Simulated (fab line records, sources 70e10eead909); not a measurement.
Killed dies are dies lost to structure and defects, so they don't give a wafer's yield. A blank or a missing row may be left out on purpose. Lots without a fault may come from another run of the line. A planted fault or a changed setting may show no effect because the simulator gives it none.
Chamber matching | flow nand_harc | NHARC_A_STAIRCASE_DESCUM_252 on rie_diel-13: 4 sister chambers
The step chemistry O2, time 3 s. 14 wafers are shown with their chamber, then 7 later ones without.

WAFERS WITH THEIR CHAMBER
wafer  | chamber | drypump_motor_current_A (A) | showerhead_plenum_p_Torr (Torr) | oes_product_au (a.u.)
L310.2 | 3       | 5.9                         | 1.93                            | 1.020
L310.3 | 2       | 5.5                         | 1.92                            | 0.997
L310.6 | 0       | 5.3                         | 1.95                            | 0.988
L311.3 | 0       | 5.2                         | 1.95                            | 0.988
L311.5 | 2       | 5.5                         | 1.92                            | 1.008
L311.6 | 1       | 5.9                         | 2.03                            | 1.002
L316.1 | 1       | 5.9                         | 2.02                            | 0.997
L316.4 | 2       | 5.5                         | 1.92                            | 1.001
L316.5 | 0       | 5.2                         | 1.94                            | 1.006
L318.3 | 3       | 5.9                         | 1.92                            | 1.014
L318.4 | 0       | 5.3                         | 1.94                            | 0.987
L318.5 | 3       | 5.9                         | 1.92                            | 1.019
L320.1 | 1       | 5.9                         | 2.02                            | 0.990
L320.5 | 3       | 5.9                         | 1.92                            | 1.023

SIGNATURES (means of the wafers above)
reading                  | chamber 0 | chamber 1 | chamber 2 | chamber 3 | scatter within a chamber
drypump_motor_current_A  | 5.250     | 5.900     | 5.500     | 5.900     | 0.0316
showerhead_plenum_p_Torr | 1.9450    | 2.0233    | 1.9200    | 1.9225    | 0.00492
oes_product_au           | 0.99225   | 0.99633   | 1.00200   | 1.01900   | 0.00655
Rule: a wafer's distance from a chamber is the root of the sum, over the readings, of the square of ((its reading less the chamber's mean) divided by the reading's scatter). The wafer belongs to the nearest chamber; if the next one is less than 2 further off, it can't be placed. The scatter: the root of (the sum of the squares of (reading less its chamber's mean) over the shown wafers, divided by (wafers less chambers)).

WAFERS WITHOUT THEIR CHAMBER
wafer  | drypump_motor_current_A (A) | showerhead_plenum_p_Torr (Torr) | oes_product_au (a.u.)
L320.6 | 5.3                         | 1.94                            | 0.998
L323.2 | 5.9                         | 2.02                            | 0.994
L323.3 | 5.2                         | 1.93                            | 0.992
L323.4 | 5.6                         | 1.91                            | 1.005
L322.2 | 5.2                         | 1.93                            | 0.967
L322.4 | 6.0                         | 1.92                            | 1.022
L322.5 | 5.9                         | 1.92                            | 1.011

WHICH CHAMBER EACH WENT THROUGH
wafer  | from the rows above | in truth
L320.6 | 0                   | 0
L323.2 | 1                   | 1
L323.3 | 0                   | 0
L323.4 | 2                   | 2
L322.2 | 0                   | 0
L322.4 | 3                   | 3
L322.5 | 3                   | 3
Placed correctly: 7 of 7. Can't be placed from these rows: 0. Placed wrongly: 0.
